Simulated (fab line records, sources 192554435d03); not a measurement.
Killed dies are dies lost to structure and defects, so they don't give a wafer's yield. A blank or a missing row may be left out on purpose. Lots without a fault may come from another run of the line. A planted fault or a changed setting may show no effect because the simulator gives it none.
Chamber matching | flow n5_finfet | N5_BEOL_M15_STRIP_36 on rie_diel-04: 4 sister chambers
The step strips in O2. 4 wafers are shown with their chamber, then 8 later ones without.

WAFERS WITH THEIR CHAMBER
wafer  | chamber | throttle_valve_pct (%)
L079.2 | 2       | 16.39
L079.4 | 3       | 17.39
L082.6 | 0       | 16.35
L086.2 | 1       | 16.77

WAFERS WITHOUT THEIR CHAMBER
wafer  | throttle_valve_pct (%)
L086.3 | 16.38
L086.6 | 16.79
L087.1 | 16.79
L087.5 | 16.46
L087.6 | 16.79
L097.2 | 16.91
L097.4 | 16.47
L097.5 | 16.79

WHICH CHAMBER EACH WENT THROUGH
wafer  | from the rows above     | in truth
L086.3 | can't be placed: 2 or 0 | 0
L086.6 | 1                       | 1
L087.1 | 1                       | 1
L087.5 | can't be placed: 2 or 0 | 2
L087.6 | 1                       | 1
L097.2 | 1                       | 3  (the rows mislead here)
L097.4 | can't be placed: 2 or 0 | 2
L097.5 | 1                       | 1
Placed correctly: 4 of 8. Can't be placed from these rows: 3 (the true chamber is among the candidates in 3). Placed wrongly: 1.
How it was worked out, from the rows above alone: a wafer's distance from a chamber is the root of the sum, over the readings, of the square of ((its reading less the chamber's mean) divided by the reading's scatter). The wafer belongs to the nearest chamber; if the next one is less than 2 further off, it can't be placed. A chamber's mean is the mean of its shown wafers. The scatter: with one shown wafer a chamber, the root of the mean of the squares of how far each hidden wafer lies from its nearest shown one.
